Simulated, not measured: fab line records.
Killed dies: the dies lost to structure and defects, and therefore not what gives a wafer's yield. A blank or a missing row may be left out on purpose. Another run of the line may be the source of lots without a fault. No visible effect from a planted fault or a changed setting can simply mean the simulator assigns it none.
Matching of chambers -- flow n5-finfet -- 3 sister chambers for N5_BEOL_M10_PECVD_70 on pecvd-04
The step deposits SiO2 from TEOS/O2, target thk 20 nm, time 22.7 s. 6 wafers are shown with their chamber, then 7 later ones without.

EACH WAFER AND ITS CHAMBER
wafer,chamber,throttle-valve-pct (%),showerhead-plenum-p-Torr (Torr)
L078.3,0,23.3,8.77
L080.2,0,23.6,8.76
L094.3,2,21.2,8.75
L094.6,1,21.6,8.82
L092.1,2,21.1,8.73
L092.3,1,21.4,8.86

WAFERS MISSING THEIR CHAMBER
wafer,throttle-valve-pct (%),showerhead-plenum-p-Torr (Torr)
L092.6,21.0,8.78
L096.1,20.8,8.78
L096.2,21.6,8.82
L096.4,20.9,8.81
L097.3,21.2,8.73
L097.5,21.3,8.81
L097.6,21.1,8.80

EACH ONE'S CHAMBER
wafer,from the rows above,in truth
L092.6,2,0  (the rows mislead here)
L096.1,2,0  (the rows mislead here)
L096.2,1,1
L096.4,can't be placed: 2 or 1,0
L097.3,2,2
L097.5,can't be placed: 1 or 2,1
L097.6,can't be placed: 2 or 1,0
Correct placement for 2 of the 7. These rows do not allow placing 3 (true chamber among the candidates in 1). Wrongly placed: 2.
How it was worked out, from the rows above alone: a wafer's distance from a chamber is the root of the sum, over the readings, of the square of ((its reading less the chamber's mean) divided by the reading's scatter). If the next closest chamber is less than 2 further off than the closest, the wafer can't be placed; otherwise it belongs to the closest. Each chamber's mean is taken over the wafers shown for it. How the scatter is found: for the shown wafers, subtract from each reading the mean of its chamber, square and add these, divide the total by (wafers less chambers), then take the root.
